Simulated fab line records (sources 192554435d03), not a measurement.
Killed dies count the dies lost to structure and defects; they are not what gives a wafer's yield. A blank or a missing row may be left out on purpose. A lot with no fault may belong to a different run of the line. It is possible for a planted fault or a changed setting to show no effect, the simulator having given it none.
Chamber matching ; flow n5Finfet ; N5_BEOL_M14_CMP_49 on cmp-01: 4 sister chambers
The step polishes, stops on SiO2, t overpolish 5.2 s, target thk 560 nm. 20 wafers are shown with their chamber, then 10 later ones without.

## EACH WAFER AND ITS CHAMBER
wafer;chamber;motorCurrentA (A);timeToEndpointS (s);barrierFieldEndpointS (s)
L075.1;3;6.4;122;11.11
L075.3;1;8.1;118;11.31
L075.6;3;6.4;119;10.97
L074.2;2;10.1;114;10.83
L074.4;0;7.4;115;10.79
L074.5;3;6.6;114;10.86
L078.2;0;7.3;121;11.25
L078.3;1;8.2;121;11.35
L078.5;3;6.4;120;11.21
L076.1;0;7.4;125;11.26
L076.2;3;6.5;119;11.27
L076.3;1;7.8;125;11.50
L081.2;3;6.2;126;11.92
L081.3;1;8.2;122;11.74
L081.4;2;9.7;120;11.60
L088.1;3;6.2;118;11.66
L088.2;1;8.3;124;11.59
L088.6;3;6.6;122;11.34
L086.1;0;7.6;122;11.29
L086.3;1;8.1;117;11.34

SIGNATURES (means of the wafers above)
reading;chamber 0;chamber 1;chamber 2;chamber 3;scatter within a chamber
motorCurrentA;7.425;8.117;9.900;6.412;0.167
timeToEndpointS;120.75;121.17;117.00;120.00;3.6
barrierFieldEndpointS;11.1475;11.4717;11.2150;11.2925;0.304
Rule: for a wafer and a chamber, the distance is found by dividing, reading by reading, the gap between the wafer's reading and the chamber's mean by the reading's scatter, squaring, summing and taking the root. If the next closest chamber is less than 2 further off than the closest, the wafer can't be placed; otherwise it belongs to the closest. The scatter: take each reading less its chamber's mean, square it, sum over the shown wafers, divide by the number of wafers less the number of chambers, and take the root.

## WAFERS MISSING THEIR CHAMBER
wafer;motorCurrentA (A);timeToEndpointS (s);barrierFieldEndpointS (s)
L086.4;6.3;116;10.90
L089.1;10.5;118;11.16
L089.3;7.6;126;11.79
L089.5;6.4;121;11.59
L090.3;6.3;121;11.62
L090.4;8.1;124;11.34
L090.6;6.2;120;11.04
L097.2;7.7;122;11.27
L097.3;6.5;117;11.03
L097.6;8.0;123;11.53

## WHICH CHAMBER EACH ONE RAN IN
wafer;from the rows above;in truth
L086.4;3;3
L089.1;2;2
L089.3;can't be placed: 0 or 1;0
L089.5;3;3
L090.3;3;3
L090.4;1;1
L090.6;3;3
L097.2;can't be placed: 0 or 1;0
L097.3;3;3
L097.6;1;1
Correct placement for 8 of the 10. Can't be placed from these rows: 2 (the true chamber is among the candidates in 2). Wrongly placed: 0.
